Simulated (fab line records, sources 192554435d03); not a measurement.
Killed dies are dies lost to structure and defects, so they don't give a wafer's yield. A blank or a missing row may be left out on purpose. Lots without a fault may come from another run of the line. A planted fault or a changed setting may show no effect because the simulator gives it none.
Split-lot experiment | flow n5_finfet | 7 lots, 21 wafers read, on a route of 1938 steps

THE SPLIT
At N5_BEOL_M7_EXPOSE_08 (exposes mask M7), the setting dose_mj was moved away from the recipe's 68.25 on 7 of the 21 wafers read, by -1.9% to +7.0%. The other wafers ran this setting at the recipe's value.

FROM THE SPLIT TO THE READING: what the file shows between them, 2 steps
- N5_BEOL_M7_PEB_09: peb time 60 s
- N5_BEOL_M7_DEVELOP_10: develop time 30 s

THE READING
cd_nm, in nm, at N5_BEOL_M7_CD_MEAS_11 (target cd 38.5 nm). Fault-free wafers of this fab line usually give 38.6 nm, standard deviation 0.43 nm.

wafer  | tool, chamber at the split | dose_mj as run | against the recipe | cd_nm, nm | against lot-mates on the recipe
L077.1 | arfi_scanner-02, 0         | 66.97          | -1.9%              | 37.8      | no lot-mate on the recipe
L077.3 | arfi_scanner-02, 0         | 66.97          | -1.9%              | 37.8      | no lot-mate on the recipe
L077.4 | arfi_scanner-02, 0         | 66.97          | -1.9%              | 37.8      | no lot-mate on the recipe
L081.3 | arfi_scanner-03, 0         | 68.25          | recipe             | 38.8      | -
L081.5 | arfi_scanner-03, 0         | 68.25          | recipe             | 38.7      | -
L081.6 | arfi_scanner-03, 0         | 73.05          | +7.0%              | 42.8      | +4.0
L088.1 | arfi_scanner-03, 0         | 72.08          | +5.6%              | 41.1      | +2.4
L088.3 | arfi_scanner-03, 0         | 72.08          | +5.6%              | 41.2      | +2.5
L088.5 | arfi_scanner-03, 0         | 68.25          | recipe             | 38.7      | -
L090.1 | arfi_scanner-01, 0         | 68.25          | recipe             | 38.6      | -
L090.4 | arfi_scanner-01, 0         | 68.25          | recipe             | 38.9      | -
L090.5 | arfi_scanner-01, 0         | 68.25          | recipe             | 38.7      | -
L091.3 | arfi_scanner-03, 0         | 68.25          | recipe             | 38.3      | -
L091.4 | arfi_scanner-03, 0         | 68.25          | recipe             | 38.1      | -
L091.6 | arfi_scanner-03, 0         | 68.25          | recipe             | 38.6      | -
L095.3 | arfi_scanner-01, 0         | 68.25          | recipe             | 38.1      | -
L095.4 | arfi_scanner-01, 0         | 68.25          | recipe             | 37.9      | -
L095.6 | arfi_scanner-01, 0         | 68.25          | recipe             | 38.0      | -
L096.1 | arfi_scanner-01, 0         | 68.25          | recipe             | 38.9      | -
L096.4 | arfi_scanner-01, 0         | 68.25          | recipe             | 38.8      | -
L096.5 | arfi_scanner-01, 0         | 71.12          | +4.2%              | 40.8      | +2.0

THE FIT
A straight line over all 21 wafers: cd_nm changes by +0.516 nm for each +1% of dose_mj; r = +0.97; the points scatter about the line by 0.35 nm.
The same after taking each lot's own level away (the mean of its wafers on the recipe; 18 wafers): +0.495 nm for each +1%; r = +0.99; scatter 0.22 nm.
On that fit, the largest move of dose_mj shifts the reading by 3.5 nm.
The lots' own levels span 38.00 to 38.85 nm, that is 2.0 times the standard deviation above.
So the lot-to-lot level changes the slope little: the two slopes agree.
Check: with one of the wafers moved furthest among these (+7.0%) left out of the fit, the line predicts +3.11 nm for it against its lot-mates. It came out at +4.05 nm against them.

OTHER SPLITS ON THESE WAFERS
These wafers also went through other splits before the reading. Each is held against what the fit with the lots' levels taken away leaves over:
other split on the same wafers   | wafers away from the commonest value | r with cd_nm (lot level and that fit taken away)
N5_BEOL_M5_TRENCH_ETCH_37 time_s | 4                                    | -0.02
N5_BEOL_M6_COAT_63 spin_rpm      | 10                                   | +0.09
N5_BEOL_M6_COAT_22 spin_rpm      | 6                                    | -0.14
N5_BEOL_M7_COAT_05 spin_rpm      | 10                                   | +0.16

THE WHOLE CHAIN: every reading that the file lists as answering this split, in the file's order
step                  | what it does                                                         | reading                                                               | change (the file's fit)               | r (the file's)
N5_BEOL_M7_CD_MEAS_11 | target cd 38.5 nm                                                    | cd_nm                                                                 | +0.512 nm for each +1% of the setting | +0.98
N5_BEOL_M7_ETCH_61    | etches SiARC in CF4, target depth 45.5 nm, time 75.8 s               | BEOL_M7.cd_offset_nm (the simulator's own value, which no gauge read) | +0.491 nm for each +1% of the setting | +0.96
N5_BEOL_M7_ETCH_62    | etches SOC in N2/H2, target depth 110 nm, overetch 22 nm, time 165 s | BEOL_M7.cd_offset_nm (the simulator's own value, which no gauge read) | +0.507 nm for each +1% of the setting | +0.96

THE FILE'S OWN FIT
cd_nm changes by +0.512 nm for each +1% of dose_mj, r = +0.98.
